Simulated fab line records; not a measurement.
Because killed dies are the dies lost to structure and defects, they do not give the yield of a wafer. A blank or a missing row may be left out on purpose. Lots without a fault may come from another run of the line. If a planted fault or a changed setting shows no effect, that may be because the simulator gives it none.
fab line records	flow nand-harc
[record] lots = 13	wafers = 39	last-day = 33
route steps=1302 shown P_M2@340 THIN_TSV@1262 END@1302
lots untouched by any fault: they come from a run of this same line in which no faults occurred
start-h: start of the lot's first displayed wafer, in hours after the record's first day	wait-h: hours elapsed since this lot's preceding step	" the same as in the row above	L1.1+2: a single row standing in for several wafers	- either no value or no given start	* or withheld: withheld	< > ~ a bound
route shown NAME@n: NAME is a module with steps in the file, n the number in the route of the first one	usual: mean/standard deviation taken from wafers without a fault	same: alike in all rows	chamber/n: place in a boat	sites: readings site by site	_std_site: standard deviation of those values	_edge_site: mean of outer sites minus mean of inner sites	radius-mm: how far each site lies from the wafer's centre	mask NAME#n: copy n	behind: the tool/chamber that last shaped the wafer	hold: the reason the lot was held/the length of the hold in hours/how it ended	device: transistor that didn't switch, given as n, p or np	end of line: the same wafers' tests at the end of the route	a step with no rows: only its recipe	killed: dies lost to structure and defects at the first sort, not the wafer's yield	map: a wafer's dies, marking killed ones x, the rest . and places with no die _
set.NAME: the setting the step ran with; set.NAME@STEP: the setting that earlier step ran with	model.NAME: the simulator's own value behind a step, which no gauge read
a sample of lots followed through the steps of the route, with each step as a table and each wafer as a row
services: when a tool's chamber went out of use (start-h, in hours from the record's first day, below 0 if earlier), for how many hours, and the reason
[[steps]]
[step NHARC_P_M2_PVD_20]
[recipe] target-thk-a = 50	bias-v = 168.6	power-w = 15000	chamber-pressure-pa = 0.12	time-s = 8.06	substrate-temp-c = 50	material = TaN
[usual] throttle-valve-pct = 29.8/1.1
lot.wafer	tool	chamber	start-h	wait-h	throttle-valve-pct
L939.3	pvd-sputter-02	-	129.02	-	29.3
L939.4	"	-	"	"	29.7
L939.5	"	-	"	"	29.1
L941.2	pvd-sputter-01	-	148.02	-	28.7
L941.6	"	-	"	"	29.8
L941.5	"	-	"	"	28.5
L943.3	pvd-sputter-02	-	169.09	-	29.2
L943.5	"	-	"	"	29.0
L943.6	"	-	"	"	29.4
L945.4	pvd-sputter-01	-	188.14	-	28.8
L945.3	"	-	"	"	29.4
L945.6	"	-	"	"	28.7
L946.4	pvd-sputter-01	-	206.08	-	29.7
L946.1	"	-	"	"	31.7
L946.5	"	-	"	"	29.7
L947.2	pvd-sputter-01	-	209.79	-	28.8
L947.1	"	-	"	"	31.4
L947.3	"	-	"	"	29.9
L948.1	pvd-sputter-01	-	224.99	-	29.7
L948.3	"	-	"	"	31.6
L948.6	"	-	"	"	29.7
L949.2	pvd-sputter-03	-	235.21	-	30.0
L949.1	"	-	"	"	29.3
L949.5	"	-	"	"	29.7
L951.1	pvd-sputter-02	-	249.03	-	29.3
L951.4	"	-	"	"	29.4
L951.6	"	-	"	"	32.0
L953.4	pvd-sputter-03	-	278.74	-	29.7
L953.5	"	-	"	"	29.8
L953.6	"	-	"	"	28.6
L957.3	pvd-sputter-03	-	319.72	-	30.5
L957.2	"	-	"	"	29.6
L957.1	"	-	"	"	29.7
L958.1	pvd-sputter-03	-	325.92	-	29.6
L958.4	"	-	"	"	29.1
L958.5	"	-	"	"	29.5
L960.2	pvd-sputter-02	-	337.74	-	29.9
L960.4	"	-	"	"	31.8
L960.6	"	-	"	"	29.7
[step NHARC_THIN_TSV_ETCH_44]
[recipe] target-depth-a = 15942	time-s = 797.1	cf4-flow-sccm = 150	o2-flow-sccm = 10	ar-flow-sccm = 0	rf-w = 300	bias-w = 800	chemistry = CF4/O2
[usual] drypump-motor-current-A = 5.7/0.3	oes-product-au = 0.999/0.0087	rf-vpp-V = 794/4.5	showerhead-plenum-p-Torr = 1.82/0.07	throttle-valve-pct = 16.914/0.0091
lot.wafer	tool	chamber	start-h	wait-h	drypump-motor-current-A	oes-product-au	rf-hours-counter-h	rf-vpp-V	showerhead-plenum-p-Torr	throttle-valve-pct
L939.4	rie-diel-09	2	546.12	0.2	6.0	0.996	2.7	796	1.83	16.895
L939.3	"	3	"	"	5.9	0.998	2.7	800	1.89	16.905
L939.5	"	1	"	"	5.6	0.994	-	786	1.71	16.913
L941.2	rie-diel-11	3	561.03	0.2	6.0	0.984	5.8	788	1.73	16.932
L941.5	"	1	"	"	5.6	1.009	-	800	1.93	16.923
L941.6	"	2	"	"	5.3	1.006	-	792	1.79	16.920
L943.3	rie-diel-09	1	590.49	0.2	5.6	0.999	4.6	786	1.71	16.913
L943.5	"	2	"	"	6.0	0.989	-	795	1.83	16.904
L943.6	"	3	"	"	5.9	1.006	-	799	1.89	16.892
L945.4	rie-diel-11	1	622.63	0.1	5.6	1.020	0.1	800	1.93	16.910
L945.3	"	3	"	"	6.0	0.997	0.1	787	1.73	16.913
L945.6	"	1	"	"	5.6	1.004	-	801	1.93	16.908
L947.1	rie-diel-11	1	627.24	0.1	5.6	1.008	0.9	801	1.93	16.919
L947.2	"	2	"	"	5.3	1.009	1.0	791	1.79	16.916
L947.3	"	3	"	"	6.0	0.990	0.9	789	1.73	16.907
L946.1	rie-diel-03	1	628.37	0.1	6.1	0.995	8.4	789	1.75	16.904
L946.4	"	3	"	"	5.3	0.997	8.0	796	1.85	16.905
L946.5	"	1	"	"	6.1	0.987	-	788	1.75	16.906
L948.1	rie-diel-11	3	647.74	0.1	6.0	0.995	2.0	788	1.73	16.925
L948.3	"	0	"	"	5.6	0.988	2.0	792	1.80	16.912
L948.6	"	3	"	"	6.0	0.999	-	788	1.73	16.919
L949.2	rie-diel-11	2	652.59	0.2	5.3	0.990	2.6	792	1.79	16.912
L949.1	"	3	"	"	6.0	0.993	2.6	787	1.73	16.916
L949.5	"	1	"	"	5.6	1.004	-	801	1.93	16.921
L951.1	rie-diel-11	1	663.64	0.1	5.6	0.999	3.5	800	1.93	16.912
L951.4	"	2	"	"	5.3	0.995	3.5	793	1.79	16.910
L951.6	"	0	"	"	5.6	0.996	-	793	1.80	16.905
L953.5	rie-diel-03	1	689.08	0.3	6.1	0.991	-	789	1.75	16.920
L953.4	"	2	"	"	6.3	1.009	-	795	1.85	16.918
L953.6	"	3	"	"	5.3	0.991	-	795	1.85	16.905
L957.2	rie-diel-11	2	747.75	0.1	5.3	0.992	6.3	791	1.79	16.904
L957.3	"	3	"	"	6.1	0.991	7.6	789	1.73	16.913
L957.1	"	0	"	"	5.6	1.006	8.0	793	1.79	16.918
L958.4	rie-diel-03	0	750.24	0.2	5.2	0.991	6.9	799	1.92	16.908
L958.1	"	1	"	"	6.0	0.991	8.2	788	1.75	16.905
L958.5	"	3	"	"	5.3	1.001	-	795	1.85	16.905
L960.4	rie-diel-09	3	763.46	0.1	5.9	0.994	4.3	798	1.89	16.901
L960.2	"	0	"	"	5.4	0.989	4.5	796	1.86	16.909
L960.6	"	3	"	"	5.9	0.997	-	796	1.89	16.919
[step NHARC_THIN_TSV_ANNEAL_52]
[recipe] temp-c = 225	time-s = 90
[usual] wafer_temp_C_max = 225.9/0.32
lot.wafer	tool	chamber	start-h	wait-h	wafer_temp_C_max
L939.3	rtp-anneal-01	0	549.84	0.4	225.9
L939.4	"	0	"	"	225.5
L939.5	"	0	"	"	225.5
L941.2	rtp-anneal-01	0	564.93	0.6	225.8
L941.5	"	0	"	"	225.6
L941.6	"	0	"	"	225.7
L943.3	rtp-anneal-01	0	594.12	0.4	226.1
L943.5	"	0	"	"	225.9
L943.6	"	0	"	"	225.8
L945.3	rtp-anneal-01	0	626.76	0.6	225.7
L945.4	"	0	"	"	225.4
L945.6	"	0	"	"	225.7
L947.1	rtp-anneal-02	0	631.20	0.6	226.4
L947.2	"	0	"	"	225.9
L947.3	"	0	"	"	225.6
L946.1	rtp-anneal-02	0	632.11	0.6	225.9
L946.4	"	0	"	"	226.2
L946.5	"	0	"	"	227.0
L948.1	rtp-anneal-02	0	651.45	0.5	226.4
L948.3	"	0	"	"	226.3
L948.6	"	0	"	"	226.4
L949.1	rtp-anneal-01	0	656.19	0.6	226.1
L949.2	"	0	"	"	225.5
L949.5	"	0	"	"	225.9
L951.1	rtp-anneal-01	0	667.34	0.6	225.6
L951.4	"	0	"	"	226.1
L951.6	"	0	"	"	225.7
L953.4	rtp-anneal-01	0	692.84	0.5	225.7
L953.5	"	0	"	"	225.8
L953.6	"	0	"	"	225.4
L957.1	rtp-anneal-01	0	751.94	1.0	225.5
L957.2	"	0	"	"	225.2
L957.3	"	0	"	"	225.6
L958.1	rtp-anneal-01	0	753.88	0.7	225.8
L958.4	"	0	"	"	225.8
L958.5	"	0	"	"	226.0
L960.2	rtp-anneal-01	0	767.17	0.6	225.8
L960.4	"	0	"	"	225.9
L960.6	"	0	"	"	225.8
[step NHARC_THIN_TSV_ETCH_36]
[recipe] target-depth-a = 650	over-etch-frac = 0.3	time-s = 18.571	ion-energy-ev = 150	chemistry = Cl2/BCl3
[usual] drypump-motor-current-A = 5.7/0.55	oes-product-au = 0.999/0.0094
lot.wafer	tool	chamber	start-h	wait-h	drypump-motor-current-A	oes-product-au	rf-hours-counter-h
L939.3	rie-metal-01	0	552.23	0.1	6.4	1.013	-
L939.4	"	1	"	"	6.1	1.013	-
L939.5	"	1	"	"	6.1	1.015	-
L941.2	rie-metal-03	0	567.37	0.2	5.7	0.996	1.0
L941.5	"	1	"	"	5.0	0.993	-
L941.6	"	0	"	"	5.7	0.989	-
L943.3	rie-metal-03	0	596.53	0.1	5.7	0.986	-
L943.6	"	1	"	"	5.0	1.006	-
L943.5	"	0	"	"	5.7	0.995	-
L945.4	rie-metal-03	0	629.22	0.1	5.7	0.993	-
L945.3	"	1	"	"	4.9	0.986	-
L945.6	"	1	"	"	4.9	0.989	-
L947.1	rie-metal-01	0	633.69	0.2	6.4	0.997	0.6
L947.2	"	1	"	"	6.1	1.003	0.6
L947.3	"	1	"	"	6.1	1.009	-
L946.1	rie-metal-03	1	634.61	0.2	4.9	0.990	2.6
L946.4	"	0	"	"	5.7	0.984	-
L946.5	"	0	"	"	5.7	0.993	-
L948.1	rie-metal-02	0	653.83	0.2	6.3	1.001	0.2
L948.3	"	1	"	"	5.1	0.985	-
L948.6	"	1	"	"	5.1	0.984	-
L949.1	rie-metal-02	0	658.56	0.2	6.3	1.000	0.4
L949.2	"	1	"	"	5.1	0.984	0.4
L949.5	"	0	"	"	6.3	1.007	-
L951.1	rie-metal-02	0	669.83	0.2	6.3	1.005	0.6
L951.4	"	1	"	"	5.1	0.980	-
L951.6	"	1	"	"	5.1	0.994	-
L953.4	rie-metal-03	1	695.19	0.2	5.0	1.006	-
L953.6	"	0	"	"	5.7	0.994	-
L953.5	"	1	"	"	5.0	1.007	-
L957.1	rie-metal-02	0	754.45	0.2	6.3	0.995	2.4
L957.2	"	1	"	"	5.1	0.982	2.4
L957.3	"	0	"	"	6.3	0.993	-
L958.1	rie-metal-02	1	756.38	0.2	5.1	0.989	2.6
L958.4	"	0	"	"	6.3	0.995	-
L958.5	"	0	"	"	6.3	0.992	-
L960.2	rie-metal-03	0	769.61	0.2	5.7	1.000	1.1
L960.4	"	1	"	"	5.0	0.999	-
L960.6	"	1	"	"	5.0	0.997	-
[step NHARC_END_SORT_01]
[recipe] temp-c = 25
[usual] defect-limited-yield = 91/3.1	killed-at-array = 57/20	killed-at-other = 1.0/1.5	killed-at-periphery = 3.5/2.5	killed-dies = 62/21	killed-open = 3.5/1.9	killed-short = 2.4/1.6
[same] gross-dies = 677
lot.wafer	tool	chamber	start-h	wait-h	defect-limited-yield[%]	killed-at-array	killed-at-other	killed-at-periphery	killed-dies	killed-open	killed-short
L947.1	prober-01	0	645.57	2.5	79	64	0	80	144	4	1
L947.2	prober-01	0	646.37	2.8	82	87	0	37	124	2	4
L947.3	prober-01	0	647.18	3.1	82	71	5	48	124	4	0
L948.1	prober-02	0	662.46	2.5	77	67	3	88	158	2	3
L948.3	prober-02	0	664.06	3.1	76	90	4	70	164	1	3
L948.6	prober-02	0	666.46	4.0	81	75	6	47	128	1	1
L953.4	prober-02	0	706.22	3.4	91	59	1	3	63	3	1
L953.5	prober-02	0	707.03	3.7	89	71	1	4	76	5	3
L953.6	prober-02	0	707.83	4.0	89	74	0	1	75	8	0
// killed by level:class
L947.1 P_M2:unspecified=77 A_CHANNEL_HOLE_D2:chamber-film-flake=28 A_SLIT:chamber-film-flake=21 A_CHANNEL_HOLE_D1:chamber-film-flake=3 A_SGD_CUT:chamber-film-flake=3 A_WL_FILL:chamber-film-flake=3 A_CONTACT:chamber-film-flake=3 P_GATE:geometric-particle:open=1
L947.2 A_CHANNEL_HOLE_D2:chamber-film-flake=35 P_M2:unspecified=35 A_SLIT:chamber-film-flake=32 A_STAIRCASE:chamber-film-flake=4 A_CHANNEL_HOLE_D1:chamber-film-flake=3 A_CONTACT:chamber-film-flake=3 A_CHANNEL_FILL_D1:geometric-particle:short=2 A_WL_FILL:chamber-film-flake=2
L947.3 P_M2:unspecified=46 A_SLIT:chamber-film-flake=32 A_CHANNEL_HOLE_D2:chamber-film-flake=26 A_CHANNEL_HOLE_D1:chamber-film-flake=10 THIN_TSV:chamber-film-flake=3 A_M0:geometric-particle:open=2 HYBRID_BOND:chamber-film-flake=2 P_M0:geometric-particle:open=1
L948.1 P_M2:unspecified=85 A_CHANNEL_HOLE_D1:chamber-film-flake=28 A_SLIT:chamber-film-flake=20 A_CHANNEL_HOLE_D2:chamber-film-flake=5 A_STAIRCASE:chamber-film-flake=4 A_CONTACT:chamber-film-flake=4 THIN_TSV:chamber-film-flake=3 A_M0:geometric-particle:short=2
L948.3 P_M2:unspecified=70 A_CHANNEL_HOLE_D1:chamber-film-flake=36 A_SLIT:chamber-film-flake=33 A_CHANNEL_HOLE_D2:chamber-film-flake=14 A_CONTACT:chamber-film-flake=3 THIN_TSV:chamber-film-flake=3 A_DECK1_JOINT:geometric-particle:short=1 A_CHANNEL_FILL_D2:geometric-particle:short=1
L948.6 P_M2:unspecified=44 A_CHANNEL_HOLE_D1:chamber-film-flake=31 A_SLIT:chamber-film-flake=26 A_CHANNEL_HOLE_D2:chamber-film-flake=10 THIN_TSV:chamber-film-flake=6 P_ZERO_WELL:chamber-film-flake=3 A_STAIRCASE:chamber-film-flake=3 A_CONTACT:chamber-film-flake=2
L953.4 A_SLIT:chamber-film-flake=25 A_CHANNEL_HOLE_D2:chamber-film-flake=12 A_CHANNEL_HOLE_D1:chamber-film-flake=9 A_CONTACT:chamber-film-flake=6 A_STAIRCASE:chamber-film-flake=3 P_M0:geometric-particle:open=1 A_SGD_CUT:geometric-particle:open=1 A_CONTACT:geometric-particle:open=1
L953.5 A_SLIT:chamber-film-flake=27 A_CHANNEL_HOLE_D2:chamber-film-flake=14 A_CHANNEL_HOLE_D1:chamber-film-flake=11 A_CONTACT:chamber-film-flake=6 A_STAIRCASE:chamber-film-flake=3 A_BONDPAD:chamber-film-flake=3 P_STI:geometric-particle:open=2 P_CONTACT:geometric-particle:short=1
L953.6 A_SLIT:chamber-film-flake=28 A_CHANNEL_HOLE_D2:chamber-film-flake=15 A_CONTACT:chamber-film-flake=8 A_CHANNEL_HOLE_D1:chamber-film-flake=7 A_STAIRCASE:chamber-film-flake=3 A_CONTACT:geometric-particle:open=2 A_DECK1_JOINT:chamber-film-flake=2 P_M0:geometric-particle:open=1
[[services]]
tool	chamber	start-h	hours	kind
rie-diel-11	-	111.17	0.2	repair
rie-metal-03	-	165.00	9.0	pm
rie-metal-03	0	219.49	7.1	repair
pvd-sputter-01	-	221.51	3.1	repair
pvd-sputter-01	-	226.00	10.0	pm
rie-diel-11	-	257.47	9.0	pm
rie-diel-11	1	305.50	6.5	repair
rie-diel-11	1	323.53	1.5	repair
rie-metal-03	-	342.00	9.0	pm
rtp-anneal-01	-	372.23	12.0	pm
rie-diel-11	0	391.62	6.0	repair
rie-diel-11	2	399.21	4.4	repair
rie-diel-11	-	434.47	9.0	pm
rie-diel-11	-	471.98	0.8	repair
rie-metal-03	-	492.77	0.3	repair
rie-diel-11	2	501.86	8.8	repair
rie-metal-03	-	519.00	9.0	pm
rie-diel-11	1	524.90	3.3	repair
rie-diel-11	-	611.47	9.0	pm
rie-metal-03	1	645.61	11.5	repair
rie-diel-11	2	666.24	14.1	repair
rie-metal-03	-	696.00	9.0	pm
rie-diel-11	-	745.53	0.5	repair
rie-metal-03	1	758.58	4.8	repair
[[key]]
[first-sign] step = NHARC_END_SORT_01	reading = killed-at-periphery	direction = up	sigmas = 24	usual = 3.5	struck = 61.7
[effect] step = NHARC_END_SORT_01	reading = defect-limited-yield	direction = down	sigmas = 3.7	usual = 91	struck = 79
[more-kills-born-at] NHARC_P_M2_PVD_20@pvd-sputter-01 = 357
met-at NHARC_P_M2_PVD_20
struck-lots L947,L948
not-acting-at NHARC_THIN_TSV_ETCH_44,NHARC_THIN_TSV_ANNEAL_52,NHARC_THIN_TSV_ETCH_36
onset-between 206.08 209.79
[fault] kind = chamber-particle-source	tool = pvd-sputter-01	chamber = -	onset-h = 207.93	steps = NHARC_P_M2_PVD_20	rate-per-visit-cm2 = 1.063	end-h = 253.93
